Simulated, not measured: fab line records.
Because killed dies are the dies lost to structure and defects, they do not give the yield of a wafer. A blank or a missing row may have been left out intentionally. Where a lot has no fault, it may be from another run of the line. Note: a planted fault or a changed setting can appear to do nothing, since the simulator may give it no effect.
Which tool is to blame? / flow n5Finfet / Sampling: 24 lots, 72 wafers, 5 of 1938 route steps

== WHAT EACH GAUGE READ, for each wafer ==
N5_BEOL_M5_RS_MEAS_57: measures by four-point-probe.
lot=L074; measured=day 8 03:19; on=filmMetro-01; M5_RS (ohm/sq)=0.376 0.386 0.405
lot=L075; measured=day 8 11:19; on=filmMetro-01; M5_RS (ohm/sq)=0.385 0.380 0.365
lot=L077; measured=day 9 02:13; on=filmMetro-01; M5_RS (ohm/sq)=0.418 0.386 0.391
lot=L076; measured=day 9 06:01; on=filmMetro-01; M5_RS (ohm/sq)=0.434 0.411 0.426
lot=L079; measured=day 9 11:25; on=filmMetro-01; M5_RS (ohm/sq)=0.372 0.396 0.402
lot=L078; measured=day 9 19:14; on=filmMetro-02; M5_RS (ohm/sq)=0.409 0.397 0.396
lot=L080; measured=day 10 09:56; on=filmMetro-01; M5_RS (ohm/sq)=0.383 0.381 0.383
lot=L081; measured=day 10 11:08; on=filmMetro-02; M5_RS (ohm/sq)=0.387 0.384 0.400
lot=L083; measured=day 10 11:16; on=filmMetro-02; M5_RS (ohm/sq)=0.387 0.399 0.414
lot=L082; measured=day 10 17:15; on=filmMetro-01; M5_RS (ohm/sq)=0.397 0.396 0.430
lot=L084; measured=day 11 03:39; on=filmMetro-02; M5_RS (ohm/sq)=0.390 0.369 0.402
lot=L085; measured=day 11 11:27; on=filmMetro-02; M5_RS (ohm/sq)=0.388 0.422 0.383
lot=L086; measured=day 11 16:33; on=filmMetro-02; M5_RS (ohm/sq)=0.386 0.398 0.376
lot=L087; measured=day 12 06:21; on=filmMetro-01; M5_RS (ohm/sq)=0.386 0.370 0.381
lot=L088; measured=day 12 14:03; on=filmMetro-02; M5_RS (ohm/sq)=0.381 0.419 0.386
lot=L089; measured=day 12 08:23; on=filmMetro-01; M5_RS (ohm/sq)=0.360 0.422 0.373
lot=L090; measured=day 13 02:13; on=filmMetro-01; M5_RS (ohm/sq)=0.412 0.383 0.374
lot=L091; measured=day 13 12:14; on=filmMetro-01; M5_RS (ohm/sq)=0.382 0.386 0.373
lot=L092; measured=day 14 09:14; on=filmMetro-01; M5_RS (ohm/sq)=0.367 0.386 0.390
lot=L094; measured=day 13 16:01; on=filmMetro-02; M5_RS (ohm/sq)=0.386 0.411 0.387
lot=L093; measured=day 13 19:35; on=filmMetro-01; M5_RS (ohm/sq)=0.393 0.391 0.385
lot=L095; measured=day 14 00:59; on=filmMetro-02; M5_RS (ohm/sq)=0.360 0.370 0.387
lot=L096; measured=day 14 15:14; on=filmMetro-01; M5_RS (ohm/sq)=0.401 0.377 0.384
lot=L097; measured=day 15 07:13; on=filmMetro-02; M5_RS (ohm/sq)=0.399 0.386 0.404

== WHICH TOOL RAN EACH LOT (tool, then ch and the chambers of the sampled wafers, then the start) ==
lot=L074; N5_BEOL_M5_DEGAS_44=pvdSputter-01, day 7 20:55; N5_BEOL_M5_ANNEAL_84=pvdSputter-01, day 8 00:04; N5_BEOL_M5_ANNEAL_89=pvdSputter-01, day 8 01:09; N5_BEOL_M5_DEP_56=pecvd-03 ch 0,1,2, day 8 03:15
lot=L075; N5_BEOL_M5_DEGAS_44=pvdSputter-01, day 8 05:04; N5_BEOL_M5_ANNEAL_84=pvdSputter-01, day 8 08:02; N5_BEOL_M5_ANNEAL_89=pvdSputter-01, day 8 09:08; N5_BEOL_M5_DEP_56=pecvd-02 ch 0,1, day 8 11:13
lot=L077; N5_BEOL_M5_DEGAS_44=pvdSputter-03, day 8 18:52; N5_BEOL_M5_ANNEAL_84=pvdSputter-02, day 8 23:04; N5_BEOL_M5_ANNEAL_89=pvdSputter-02, day 9 00:09; N5_BEOL_M5_DEP_56=pecvd-01 ch 0,1,2, day 9 02:10
lot=L076; N5_BEOL_M5_DEGAS_44=pvdSputter-03, day 8 21:59; N5_BEOL_M5_ANNEAL_84=pvdSputter-03, day 9 02:48; N5_BEOL_M5_ANNEAL_89=pvdSputter-03, day 9 03:53; N5_BEOL_M5_DEP_56=pecvd-03 ch 1,2, day 9 05:57
lot=L079; N5_BEOL_M5_DEGAS_44=pvdSputter-03, day 9 05:06; N5_BEOL_M5_ANNEAL_84=pvdSputter-01, day 9 08:05; N5_BEOL_M5_ANNEAL_89=pvdSputter-01, day 9 09:11; N5_BEOL_M5_DEP_56=pecvd-01 ch 0,1, day 9 11:20
lot=L078; N5_BEOL_M5_DEGAS_44=pvdSputter-03, day 9 12:06; N5_BEOL_M5_ANNEAL_84=pvdSputter-03, day 9 15:05; N5_BEOL_M5_ANNEAL_89=pvdSputter-03, day 9 16:10; N5_BEOL_M5_DEP_56=pecvd-02 ch 0,1,2, day 9 19:11
lot=L080; N5_BEOL_M5_DEGAS_44=pvdSputter-01, day 10 03:37; N5_BEOL_M5_ANNEAL_84=pvdSputter-01, day 10 06:44; N5_BEOL_M5_ANNEAL_89=pvdSputter-01, day 10 07:50; N5_BEOL_M5_DEP_56=pecvd-01 ch 0,1, day 10 09:51
lot=L081; N5_BEOL_M5_DEGAS_44=pvdSputter-03, day 10 04:55; N5_BEOL_M5_ANNEAL_84=pvdSputter-02, day 10 07:58; N5_BEOL_M5_ANNEAL_89=pvdSputter-02, day 10 09:04; N5_BEOL_M5_DEP_56=pecvd-02 ch 0,2, day 10 11:04
lot=L083; N5_BEOL_M5_DEGAS_44=pvdSputter-02, day 10 05:01; N5_BEOL_M5_ANNEAL_84=pvdSputter-03, day 10 08:06; N5_BEOL_M5_ANNEAL_89=pvdSputter-03, day 10 09:11; N5_BEOL_M5_DEP_56=pecvd-03 ch 0,1,2, day 10 11:12
lot=L082; N5_BEOL_M5_DEGAS_44=pvdSputter-01, day 10 10:41; N5_BEOL_M5_ANNEAL_84=pvdSputter-01, day 10 14:05; N5_BEOL_M5_ANNEAL_89=pvdSputter-01, day 10 15:11; N5_BEOL_M5_DEP_56=pecvd-02 ch 0,1,2, day 10 17:11
lot=L084; N5_BEOL_M5_DEGAS_44=pvdSputter-01, day 10 21:16; N5_BEOL_M5_ANNEAL_84=pvdSputter-03, day 11 00:30; N5_BEOL_M5_ANNEAL_89=pvdSputter-03, day 11 01:35; N5_BEOL_M5_DEP_56=pecvd-02 ch 0,1,2, day 11 03:35
lot=L085; N5_BEOL_M5_DEGAS_44=pvdSputter-03, day 11 05:04; N5_BEOL_M5_ANNEAL_84=pvdSputter-03, day 11 08:08; N5_BEOL_M5_ANNEAL_89=pvdSputter-03, day 11 09:14; N5_BEOL_M5_DEP_56=pecvd-03 ch 0,1,2, day 11 11:23
lot=L086; N5_BEOL_M5_DEGAS_44=pvdSputter-01, day 11 10:09; N5_BEOL_M5_ANNEAL_84=pvdSputter-03, day 11 13:01; N5_BEOL_M5_ANNEAL_89=pvdSputter-03, day 11 14:06; N5_BEOL_M5_DEP_56=pecvd-02 ch 0,1, day 11 16:29
lot=L087; N5_BEOL_M5_DEGAS_44=pvdSputter-03, day 11 20:00; N5_BEOL_M5_ANNEAL_84=pvdSputter-01, day 12 03:13; N5_BEOL_M5_ANNEAL_89=pvdSputter-01, day 12 04:17; N5_BEOL_M5_DEP_56=pecvd-02 ch 1,2, day 12 06:17
lot=L088; N5_BEOL_M5_DEGAS_44=pvdSputter-02, day 12 01:53; N5_BEOL_M5_ANNEAL_84=pvdSputter-03, day 12 10:42; N5_BEOL_M5_ANNEAL_89=pvdSputter-03, day 12 11:47; N5_BEOL_M5_DEP_56=pecvd-03 ch 0,1,2, day 12 13:59
lot=L089; N5_BEOL_M5_DEGAS_44=pvdSputter-02, day 12 02:11; N5_BEOL_M5_ANNEAL_84=pvdSputter-02, day 12 05:08; N5_BEOL_M5_ANNEAL_89=pvdSputter-02, day 12 06:13; N5_BEOL_M5_DEP_56=pecvd-01 ch 0,1, day 12 08:19
lot=L090; N5_BEOL_M5_DEGAS_44=pvdSputter-02, day 12 20:11; N5_BEOL_M5_ANNEAL_84=pvdSputter-02, day 12 23:04; N5_BEOL_M5_ANNEAL_89=pvdSputter-02, day 13 00:08; N5_BEOL_M5_DEP_56=pecvd-03 ch 0,1,2, day 13 02:08
lot=L091; N5_BEOL_M5_DEGAS_44=pvdSputter-01, day 13 04:32; N5_BEOL_M5_ANNEAL_84=pvdSputter-01, day 13 09:04; N5_BEOL_M5_ANNEAL_89=pvdSputter-01, day 13 10:09; N5_BEOL_M5_DEP_56=pecvd-03 ch 0,1,2, day 13 12:10
lot=L092; N5_BEOL_M5_DEGAS_44=pvdSputter-03, day 13 07:47; N5_BEOL_M5_ANNEAL_84=pvdSputter-02, day 14 06:05; N5_BEOL_M5_ANNEAL_89=pvdSputter-02, day 14 07:11; N5_BEOL_M5_DEP_56=pecvd-03 ch 0,1,2, day 14 09:10
lot=L094; N5_BEOL_M5_DEGAS_44=pvdSputter-03, day 13 07:52; N5_BEOL_M5_ANNEAL_84=pvdSputter-03, day 13 12:52; N5_BEOL_M5_ANNEAL_89=pvdSputter-03, day 13 13:56; N5_BEOL_M5_DEP_56=pecvd-02 ch 1,2, day 13 15:56
lot=L093; N5_BEOL_M5_DEGAS_44=pvdSputter-01, day 13 13:13; N5_BEOL_M5_ANNEAL_84=pvdSputter-01, day 13 16:26; N5_BEOL_M5_ANNEAL_89=pvdSputter-01, day 13 17:31; N5_BEOL_M5_DEP_56=pecvd-01 ch 1,2, day 13 19:31
lot=L095; N5_BEOL_M5_DEGAS_44=pvdSputter-03, day 13 18:53; N5_BEOL_M5_ANNEAL_84=pvdSputter-03, day 13 21:50; N5_BEOL_M5_ANNEAL_89=pvdSputter-03, day 13 22:55; N5_BEOL_M5_DEP_56=pecvd-03 ch 0,1, day 14 00:55
lot=L096; N5_BEOL_M5_DEGAS_44=pvdSputter-02, day 14 09:04; N5_BEOL_M5_ANNEAL_84=pvdSputter-01, day 14 12:05; N5_BEOL_M5_ANNEAL_89=pvdSputter-01, day 14 13:10; N5_BEOL_M5_DEP_56=pecvd-03 ch 0,1, day 14 15:10
lot=L097; N5_BEOL_M5_DEGAS_44=pvdSputter-03, day 15 00:48; N5_BEOL_M5_ANNEAL_84=pvdSputter-01, day 15 03:45; N5_BEOL_M5_ANNEAL_89=pvdSputter-01, day 15 04:50; N5_BEOL_M5_DEP_56=pecvd-02 ch 0,1, day 15 07:08
- N5_BEOL_M5_DEGAS_44: time 60 s.
- N5_BEOL_M5_ANNEAL_84: time 1800 s.
- N5_BEOL_M5_ANNEAL_89: time 1800 s.
- N5_BEOL_M5_DEP_56: deposits SiCN from 3MS/NH3, target thk 8 nm, time 14 s.

== WHAT THE TOOLS THEMSELVES READ (means of the sampled wafers that have a number; where no wafer has one, the mark that the record gives instead) ==
N5_BEOL_M5_DEGAS_44.
lot=L074; tool=pvdSputter-01; heaterPowerW (W)=321
lot=L075; tool=pvdSputter-01; heaterPowerW (W)=324
lot=L077; tool=pvdSputter-03; heaterPowerW (W)=275
lot=L076; tool=pvdSputter-03; heaterPowerW (W)=298
lot=L079; tool=pvdSputter-03; heaterPowerW (W)=285
lot=L078; tool=pvdSputter-03; heaterPowerW (W)=324
lot=L080; tool=pvdSputter-01; heaterPowerW (W)=328
lot=L081; tool=pvdSputter-03; heaterPowerW (W)=317
lot=L083; tool=pvdSputter-02; heaterPowerW (W)=348
lot=L082; tool=pvdSputter-01; heaterPowerW (W)=311
lot=L084; tool=pvdSputter-01; heaterPowerW (W)=344
lot=L085; tool=pvdSputter-03; heaterPowerW (W)=307
lot=L086; tool=pvdSputter-01; heaterPowerW (W)=342
lot=L087; tool=pvdSputter-03; heaterPowerW (W)=284
lot=L088; tool=pvdSputter-02; heaterPowerW (W)=337
lot=L089; tool=pvdSputter-02; heaterPowerW (W)=344
lot=L090; tool=pvdSputter-02; heaterPowerW (W)=330
lot=L091; tool=pvdSputter-01; heaterPowerW (W)=303
lot=L092; tool=pvdSputter-03; heaterPowerW (W)=285
lot=L094; tool=pvdSputter-03; heaterPowerW (W)=336
lot=L093; tool=pvdSputter-01; heaterPowerW (W)=304
lot=L095; tool=pvdSputter-03; heaterPowerW (W)=296
lot=L096; tool=pvdSputter-02; heaterPowerW (W)=335
lot=L097; tool=pvdSputter-03; heaterPowerW (W)=345

N5_BEOL_M5_ANNEAL_84.
lot=L074; tool=pvdSputter-01; heaterPowerW (W)=809
lot=L075; tool=pvdSputter-01; heaterPowerW (W)=826
lot=L077; tool=pvdSputter-02; heaterPowerW (W)=863
lot=L076; tool=pvdSputter-03; heaterPowerW (W)=709
lot=L079; tool=pvdSputter-01; heaterPowerW (W)=773
lot=L078; tool=pvdSputter-03; heaterPowerW (W)=768
lot=L080; tool=pvdSputter-01; heaterPowerW (W)=749
lot=L081; tool=pvdSputter-02; heaterPowerW (W)=849
lot=L083; tool=pvdSputter-03; heaterPowerW (W)=701
lot=L082; tool=pvdSputter-01; heaterPowerW (W)=850
lot=L084; tool=pvdSputter-03; heaterPowerW (W)=746
lot=L085; tool=pvdSputter-03; heaterPowerW (W)=799
lot=L086; tool=pvdSputter-03; heaterPowerW (W)=781
lot=L087; tool=pvdSputter-01; heaterPowerW (W)=822
lot=L088; tool=pvdSputter-03; heaterPowerW (W)=791
lot=L089; tool=pvdSputter-02; heaterPowerW (W)=843
lot=L090; tool=pvdSputter-02; heaterPowerW (W)=855
lot=L091; tool=pvdSputter-01; heaterPowerW (W)=763
lot=L092; tool=pvdSputter-02; heaterPowerW (W)=860
lot=L094; tool=pvdSputter-03; heaterPowerW (W)=715
lot=L093; tool=pvdSputter-01; heaterPowerW (W)=754
lot=L095; tool=pvdSputter-03; heaterPowerW (W)=767
lot=L096; tool=pvdSputter-01; heaterPowerW (W)=814
lot=L097; tool=pvdSputter-01; heaterPowerW (W)=791

N5_BEOL_M5_ANNEAL_89.
lot=L074; tool=pvdSputter-01; heaterPowerW (W)=808
lot=L075; tool=pvdSputter-01; heaterPowerW (W)=823
lot=L077; tool=pvdSputter-02; heaterPowerW (W)=856
lot=L076; tool=pvdSputter-03; heaterPowerW (W)=718
lot=L079; tool=pvdSputter-01; heaterPowerW (W)=782
lot=L078; tool=pvdSputter-03; heaterPowerW (W)=752
lot=L080; tool=pvdSputter-01; heaterPowerW (W)=758
lot=L081; tool=pvdSputter-02; heaterPowerW (W)=841
lot=L083; tool=pvdSputter-03; heaterPowerW (W)=706
lot=L082; tool=pvdSputter-01; heaterPowerW (W)=845
lot=L084; tool=pvdSputter-03; heaterPowerW (W)=755
lot=L085; tool=pvdSputter-03; heaterPowerW (W)=782
lot=L086; tool=pvdSputter-03; heaterPowerW (W)=783
lot=L087; tool=pvdSputter-01; heaterPowerW (W)=834
lot=L088; tool=pvdSputter-03; heaterPowerW (W)=782
lot=L089; tool=pvdSputter-02; heaterPowerW (W)=854
lot=L090; tool=pvdSputter-02; heaterPowerW (W)=840
lot=L091; tool=pvdSputter-01; heaterPowerW (W)=751
lot=L092; tool=pvdSputter-02; heaterPowerW (W)=851
lot=L094; tool=pvdSputter-03; heaterPowerW (W)=715
lot=L093; tool=pvdSputter-01; heaterPowerW (W)=756
lot=L095; tool=pvdSputter-03; heaterPowerW (W)=756
lot=L096; tool=pvdSputter-01; heaterPowerW (W)=817
lot=L097; tool=pvdSputter-01; heaterPowerW (W)=781

N5_BEOL_M5_DEP_56.
lot=L074; tool=pecvd-03; showerheadPlenumPTorr (Torr)=3.661; throttleValvePct (%)=9.0
lot=L075; tool=pecvd-02; showerheadPlenumPTorr (Torr)=3.679; throttleValvePct (%)=9.2
lot=L077; tool=pecvd-01; showerheadPlenumPTorr (Torr)=3.673; throttleValvePct (%)=8.7
lot=L076; tool=pecvd-03; showerheadPlenumPTorr (Torr)=3.671; throttleValvePct (%)=9.2
lot=L079; tool=pecvd-01; showerheadPlenumPTorr (Torr)=3.679; throttleValvePct (%)=8.8
lot=L078; tool=pecvd-02; showerheadPlenumPTorr (Torr)=3.668; throttleValvePct (%)=9.1
lot=L080; tool=pecvd-01; showerheadPlenumPTorr (Torr)=3.675; throttleValvePct (%)=8.7
lot=L081; tool=pecvd-02; showerheadPlenumPTorr (Torr)=3.665; throttleValvePct (%)=9.1
lot=L083; tool=pecvd-03; showerheadPlenumPTorr (Torr)=3.661; throttleValvePct (%)=9.1
lot=L082; tool=pecvd-02; showerheadPlenumPTorr (Torr)=3.675; throttleValvePct (%)=9.3
lot=L084; tool=pecvd-02; showerheadPlenumPTorr (Torr)=3.667; throttleValvePct (%)=9.4
lot=L085; tool=pecvd-03; showerheadPlenumPTorr (Torr)=3.661; throttleValvePct (%)=9.0
lot=L086; tool=pecvd-02; showerheadPlenumPTorr (Torr)=3.684; throttleValvePct (%)=9.5
lot=L087; tool=pecvd-02; showerheadPlenumPTorr (Torr)=3.653; throttleValvePct (%)=9.2
lot=L088; tool=pecvd-03; showerheadPlenumPTorr (Torr)=3.664; throttleValvePct (%)=9.0
lot=L089; tool=pecvd-01; showerheadPlenumPTorr (Torr)=3.667; throttleValvePct (%)=8.7
lot=L090; tool=pecvd-03; showerheadPlenumPTorr (Torr)=3.655; throttleValvePct (%)=9.0
lot=L091; tool=pecvd-03; showerheadPlenumPTorr (Torr)=3.661; throttleValvePct (%)=9.0
lot=L092; tool=pecvd-03; showerheadPlenumPTorr (Torr)=3.658; throttleValvePct (%)=8.9
lot=L094; tool=pecvd-02; showerheadPlenumPTorr (Torr)=3.650; throttleValvePct (%)=9.3
lot=L093; tool=pecvd-01; showerheadPlenumPTorr (Torr)=3.669; throttleValvePct (%)=8.5
lot=L095; tool=pecvd-03; showerheadPlenumPTorr (Torr)=3.665; throttleValvePct (%)=9.1
lot=L096; tool=pecvd-03; showerheadPlenumPTorr (Torr)=3.658; throttleValvePct (%)=9.3
lot=L097; tool=pecvd-02; showerheadPlenumPTorr (Torr)=3.684; throttleValvePct (%)=9.3

== THE ANSWER, worked out from the rows above alone ==
Rule: what is usual is taken from the lots themselves. The widest of any qualifying gaps counts: lots, ordered by their means at a reading, are off when they make up no more than a third of the lots, leave a main group of 4 or more, and stand apart from it by 3 or more times the standard deviation of that group's means. If all means in a main group match to the digits the tables above print for the reading, that group is not used. A lot without any number at a reading at which 4 lots or more have one is off too. All remaining lots with rows at the step are treated as sound. First the gauges in route order, then the tools' own readings, where a lot's mean is used as printed above. At the first step where some lot is off, the reading lying furthest off is the one used; lots without a number count as furthest.
Nothing can be told from this: no lot is off at any reading shown.

== WHAT WAS PUT IN BY THE SIMULATOR ==
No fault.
